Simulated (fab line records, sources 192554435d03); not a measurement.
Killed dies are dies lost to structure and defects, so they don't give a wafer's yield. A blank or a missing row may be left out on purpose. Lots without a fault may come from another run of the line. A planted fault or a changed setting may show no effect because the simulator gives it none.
A struck lot beside a sound one | flow n5_finfet | 16 steps out of a route of 1938
Sound: wafers L252.1, L252.2, L252.6. Struck: wafers L260.1, L260.4, L260.5. The cause comes at the end.
At each step with rows: each side's tool, then ch and its chambers, then its first start. Under that, the readings that differ: sound wafers | struck wafers | difference of the means | sigmas: that difference in standard deviations of wafers without a fault.
alike: readings whose means differ by less than 2 such deviations, and words and numbers that are the same on both sides. not compared: withheld readings, readings that some wafer has no value for, bounds like >300 that may hide the same value, and numbers for which the record gives no deviation and whose values overlap.
The two part at a step that has a row with sigmas, a row that says differs or no value, or rows on one side only. Numbers that don't overlap but have no deviation are shown without sigmas and don't part them. A reading that every wafer of one side lacks parts them only if that side has two wafers or more.

first, 8 steps without rows for these wafers: N5_BEOL_M0_SAQP_COAT_72 (time 60 s, resist thk 15 nm); N5_BEOL_M0_SAQP_COAT_87 (time 60 s, resist thk 5 nm); N5_BEOL_M0_SAQP_COAT_34 (resist thk 30 nm); N5_BEOL_M0_SAQP_EBR_36; N5_BEOL_M0_SAQP_SOFTBAKE_35 (time 60 s); N5_BEOL_M0_SAQP_EXPOSE_37 (exposes mask M0 CUT1, target cd 30 nm); N5_BEOL_M0_SAQP_PEB_38 (peb time 60 s); N5_BEOL_M0_SAQP_DEVELOP_39 (develop time 30 s).
N5_BEOL_M0_SAQP_CD_MEAS_40: target cd 30 nm.
  sound on cd_sem-01 ch 0, day 5 19:05; struck on cd_sem-03 ch 0, day 7 17:21
  alike: cd_nm
N5_BEOL_M0_SAQP_OVL_MEAS_41:
  sound on overlay-01 ch 0, day 5 19:07; struck on overlay-01 ch 0, day 7 17:23
  alike: M0_CUT1_OVL
N5_BEOL_M0_SAQP_INSPECT_42: inspects for defects (brightfield).
  sound on defect_inspect-01, day 5 19:11; struck on defect_inspect-02, day 7 17:26
  alike: raw_defect_count
N5_BEOL_M0_SAQP_DESCUM_45: chemistry O2, time 7 s.
  sound on rie_diel-01 ch 0,1,2, day 5 19:13; struck on rie_diel-01 ch 1,2, day 7 17:28
  alike: drypump_motor_current_A, oes_product_au, rf_vpp_V, showerhead_plenum_p_Torr, throttle_valve_pct
  not compared: rf_hours_counter_h
N5_BEOL_M0_SAQP_ETCH_88: etches underlayer in N2/H2, target depth 6.5 nm, time 5.2 s.
  sound on rie_diel-01 ch 0,1,2, day 5 19:15; struck on rie_diel-01 ch 1,2, day 7 17:31
  no value came back on the struck wafers for any of 8 readings (bias_w (W), chamber_pressure_mTorr (mTorr) and others); on the sound wafers bias_w (W) reads 150.4 149.9 150.1
  not compared: rf_hours_counter_h
N5_BEOL_M0_SAQP_ETCH_73: etches SiARC in CF4, target depth 19.5 nm, time 32.5 s.
  sound on rie_diel-01 ch 0,1,2, day 5 19:16; struck on rie_diel-01 ch 1,2, day 7 17:32
  alike: bias_w, cf4_flow_sccm, drypump_motor_current_A, etch_rf_on_time_s, oes_product_au, rf_vpp_V, showerhead_plenum_p_Torr, throttle_valve_pct
  not compared: rf_hours_counter_h
-- the record jumps here: 2 days lie between the struck wafers' starts before and after (it left off in module BEOL_M0_SAQP and takes up again in module BEOL_M4, whose first step shown is number 1111 of the route) --
N5_BEOL_M4_RC_MEAS_101:
  sound on prober-02 ch 0, day 7 17:55; struck on prober-01 ch 0, day 9 18:10
  alike: DIBL_N, DIBL_P, IOFF_N, IOFF_P, ION_N, ION_P, SS_N, SS_P, VT_N, VT_P
-- the record jumps here: 5 days lie between the struck wafers' starts before and after (it left off in module BEOL_M4 and takes up again in module PASSIVATION, whose first step shown is number 1936 of the route) --
N5_PASSIVATION_PROBE_49:
  sound on prober-02, day 12 08:33; struck on prober-02, day 14 13:02
  alike: defect_limited_yield, killed_at_M0_to_M3, killed_at_M4_up, killed_at_contacts, killed_at_front_end, killed_at_other, killed_dies, killed_on_rim, killed_open, killed_short, sort_bin_5_function, sort_bin_6_memory, sort_n_pass, sort_yield_pct

WHERE THEY PART
Only at N5_BEOL_M0_SAQP_ETCH_88, within this record. Later steps at which nothing parts them and some readings are alike: N5_BEOL_M0_SAQP_ETCH_73, N5_BEOL_M4_RC_MEAS_101, N5_PASSIVATION_PROBE_49.

WHY: what the simulator had put in
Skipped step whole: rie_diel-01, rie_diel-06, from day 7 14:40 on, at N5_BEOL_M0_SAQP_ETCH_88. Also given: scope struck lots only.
